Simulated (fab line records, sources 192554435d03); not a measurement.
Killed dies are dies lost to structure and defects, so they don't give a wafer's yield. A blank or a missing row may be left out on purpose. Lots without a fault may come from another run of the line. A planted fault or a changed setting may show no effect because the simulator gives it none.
Chamber matching | flow n5_finfet | N5_BEOL_M0_SAQP_MANDREL_ETCH_103 on rie_si-04: 3 sister chambers
The step etches a-Si in HBr/Cl2, stops on SiCN, target depth 45 nm, bt time 10 s, time 27 s. 6 wafers are shown with their chamber, then 7 later ones without.

WAFERS WITH THEIR CHAMBER
wafer  | chamber | drypump_motor_current_A (A) | throttle_valve_pct (%)
L086.2 | 0       | 6.2                         | 35.7
L086.4 | 1       | 5.7                         | 35.3
L087.1 | 0       | 6.3                         | 35.7
L087.3 | 1       | 5.7                         | 35.3
L087.5 | 3       | 5.9                         | 35.3
L091.3 | 3       | 5.9                         | 35.4

WAFERS WITHOUT THEIR CHAMBER
wafer  | drypump_motor_current_A (A) | throttle_valve_pct (%)
L091.4 | 5.7                         | 35.3
L091.6 | 5.9                         | 35.3
L093.4 | 5.7                         | 35.3
L093.5 | 5.7                         | 35.3
L094.2 | 5.9                         | 35.3
L094.3 | 5.7                         | 35.3
L094.4 | 6.2                         | 35.6

WHICH CHAMBER EACH WENT THROUGH
wafer  | from the rows above | in truth
L091.4 | 1                   | 1
L091.6 | 3                   | 3
L093.4 | 1                   | 1
L093.5 | 1                   | 1
L094.2 | 3                   | 3
L094.3 | 1                   | 1
L094.4 | 0                   | 0
Placed correctly: 7 of 7. Can't be placed from these rows: 0. Placed wrongly: 0.
How it was worked out, from the rows above alone: a wafer's distance from a chamber is the root of the sum, over the readings, of the square of ((its reading less the chamber's mean) divided by the reading's scatter). The wafer belongs to the nearest chamber; if the next one is less than 2 further off, it can't be placed. A chamber's mean is the mean of its shown wafers. The scatter: the root of (the sum of the squares of (reading less its chamber's mean) over the shown wafers, divided by (wafers less chambers)).
